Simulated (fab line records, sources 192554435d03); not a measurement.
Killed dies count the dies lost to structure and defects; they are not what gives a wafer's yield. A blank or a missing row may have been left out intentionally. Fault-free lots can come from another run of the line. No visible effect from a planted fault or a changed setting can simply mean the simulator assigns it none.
Matching of chambers + flow n5-finfet + 4 sister chambers for N5_BEOL_M1_STRIP_19 on rie-diel-02
The step strips in O2. 14 wafers are shown with their chamber, then 7 later ones without.

WAFERS PAIRED WITH THEIR CHAMBERS
| wafer  | chamber | showerhead-plenum-p-Torr (Torr) | drypump-motor-current-A (A) | throttle-valve-pct (%) |
|--------|---------|---------------------------------|-----------------------------|------------------------|
| L078.1 | 0       | 2.08                            | 5.3                         | 16.66                  |
| L078.5 | 3       | 2.26                            | 5.5                         | 16.56                  |
| L078.6 | 2       | 2.00                            | 5.6                         | 16.76                  |
| L079.1 | 2       | 2.00                            | 5.6                         | 16.77                  |
| L079.2 | 3       | 2.25                            | 5.5                         | 16.55                  |
| L079.3 | 1       | 2.07                            | 6.2                         | 16.54                  |
| L081.1 | 3       | 2.25                            | 5.5                         | 16.56                  |
| L081.2 | 1       | 2.07                            | 6.2                         | 16.53                  |
| L081.5 | 0       | 2.08                            | 5.2                         | 16.66                  |
| L082.3 | 0       | 2.08                            | 5.2                         | 16.66                  |
| L082.4 | 1       | 2.07                            | 6.2                         | 16.53                  |
| L082.6 | 2       | 2.00                            | 5.6                         | 16.77                  |
| L091.1 | 0       | 2.07                            | 5.2                         | 16.69                  |
| L091.5 | 0       | 2.07                            | 5.3                         | 16.70                  |

SIGNATURES (means of the wafers above)
| reading                  | chamber 0 | chamber 1 | chamber 2 | chamber 3 | scatter within a chamber |
|--------------------------|-----------|-----------|-----------|-----------|--------------------------|
| showerhead-plenum-p-Torr | 2.0760    | 2.0700    | 2.0000    | 2.2533    | 0.00432                  |
| drypump-motor-current-A  | 5.240     | 6.200     | 5.600     | 5.500     | 0.0346                   |
| throttle-valve-pct       | 16.6740   | 16.5333   | 16.7667   | 16.5567   | 0.0131                   |
Rule: for a wafer and a chamber, the distance is found by dividing, reading by reading, the gap between the wafer's reading and the chamber's mean by the reading's scatter, squaring, summing and taking the root. The wafer belongs to the nearest chamber; if the next one is less than 2 further off, it can't be placed. The scatter is the square root of a quotient: the sum, over the shown wafers, of each reading's squared deviation from its chamber's mean, divided by wafers minus chambers.

WAFERS WITH NO CHAMBER GIVEN
| wafer  | showerhead-plenum-p-Torr (Torr) | drypump-motor-current-A (A) | throttle-valve-pct (%) |
|--------|---------------------------------|-----------------------------|------------------------|
| L091.6 | 2.06                            | 6.3                         | 16.57                  |
| L093.1 | 1.99                            | 5.6                         | 16.78                  |
| L093.4 | 2.07                            | 5.2                         | 16.67                  |
| L093.6 | 2.06                            | 6.2                         | 16.56                  |
| L097.1 | 2.07                            | 5.2                         | 16.71                  |
| L097.5 | 2.06                            | 6.3                         | 16.59                  |
| L097.6 | 1.99                            | 5.6                         | 16.81                  |

THE CHAMBER EACH PASSED THROUGH
| wafer  | from the rows above | in truth |
|--------|---------------------|----------|
| L091.6 | 1                   | 1        |
| L093.1 | 2                   | 2        |
| L093.4 | 0                   | 0        |
| L093.6 | 1                   | 1        |
| L097.1 | 0                   | 0        |
| L097.5 | 1                   | 1        |
| L097.6 | 2                   | 2        |
Correctly placed: 7 of 7. Left unplaced by these rows: 0. Number placed wrongly: 0.
